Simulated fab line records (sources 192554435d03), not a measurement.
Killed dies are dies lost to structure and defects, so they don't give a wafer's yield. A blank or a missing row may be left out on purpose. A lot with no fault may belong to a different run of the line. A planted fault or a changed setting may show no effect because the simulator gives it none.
8D (eight disciplines) problem report, filled in by code / flow n5_finfet / the parts of the form that need people (team, actions taken, sign-off) are left out

## 1. THE ISSUE
Mean of barrier_field_endpoint_s at N5_BEOL_M15_CMP_49: 7.42 s across 3 wafers in 2 lots; on wafers with no fault it is 11.35 s (standard deviation 0.25). That puts it -16 standard deviations away from the usual mean.
The step: polishes, stops on SiO2, t overpolish 4.9 s, target thk 850 nm.
Seen first at day 17 04:22 on cmp-03, wafer L480.4. At this step, 30 wafers from 10 lots have a number in the record. Rule for "out" (also "out of limits"): further than 4 standard deviations from the usual mean. All remaining wafers that have a number are taken as sound.

## 2. WHAT IT IS, AND WHAT IT ISN'T
question=which readings at this step | is=barrier_field_endpoint_s | is not=head_pressure_psi, motor_current_A
question=which lots | is=L480, L483 | is not=L463, L464, L465, L468, L469, L470, L471, L472
question=which wafers of those lots | is=L480.4, L480.6, L483.4 | is not=L480.5, L483.1, L483.2
question=read on which tools | is=cmp-03 | is not=cmp-02, cmp-04
question=when | is=from day 17 04:22 | is not=up to then (25 sound wafers); but 2 sound wafers of L483 came after

## 3. THE SUSPECTS, EACH WITH WHAT RULES IT OUT
Counting: if a tool at a process step up to the reading ran every lot that is out, it stays a suspect. Sound lots after the first of them don't rule it out here, since some wafers of a struck lot are sound.
- pvd_sputter-03 at N5_BEOL_M15_SPUTTER_44 (material Ta, target thk 15 nm, time 24.19 s): kept. It ran every lot that is out, first L480 (day 17 02:51); its last sound lot up to then is L472 (day 14 22:38).
- cmp-03 at N5_BEOL_M15_CMP_49 (polishes, stops on SiO2, t overpolish 4.9 s, target thk 850 nm): kept. It ran every lot that is out, first L480 (day 17 04:22); its last sound lot up to then is L465 (day 12 15:31). Out on those wafers are its own readings of barrier_field_endpoint_s.
Remaining after the count are pvd_sputter-03 at N5_BEOL_M15_SPUTTER_44 and cmp-03 at N5_BEOL_M15_CMP_49.

## 4. THE CAUSE (what the simulator had put in)
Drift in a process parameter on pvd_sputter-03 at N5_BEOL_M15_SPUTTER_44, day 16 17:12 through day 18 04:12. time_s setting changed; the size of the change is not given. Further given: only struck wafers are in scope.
Of the 2 suspects that counting leaves, this tool is one.

## 5. THE EFFECT CHAIN, in route order
Rows list readings where the struck wafers' mean (over those with a number) sits beyond 3 standard deviations from the usual. Readings are gone through only where the record gives a usual standard deviation; hours: the median, over the lots, of the time from a lot's start at the first step in this table giving one to that lot's start at this step; sigmas: the change measured in usual standard deviations.
hours=0; step=N5_BEOL_M15_CMP_49; reading=barrier_field_endpoint_s; usual=11.35 s; on struck wafers=7.42; change=-3.93; sigmas=-16
Its process steps:
- N5_BEOL_M15_CMP_49: polishes, stops on SiO2, t overpolish 4.9 s, target thk 850 nm.
Later steps that measure or inspect, where all struck wafers having a row at the step show a number for every such reading and not one has moved that far: N5_BEOL_M15_INSPECT_55.

## 6. WHAT WOULD HAVE CAUGHT IT SOONER
In this record the first reading out of limits was taken at day 17 04:22, 11 hours after the fault began at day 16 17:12.
No tool reading at N5_BEOL_M15_SPUTTER_44 that has a usual standard deviation in the record was out on any struck wafer, so an alarm limit of 4 standard deviations on those readings would not have fired.
L483, from the lots that are out (2), started N5_BEOL_M15_SPUTTER_44 on pvd_sputter-03 later than day 17 04:22. It would have been spared by a hold on the tool at that moment.
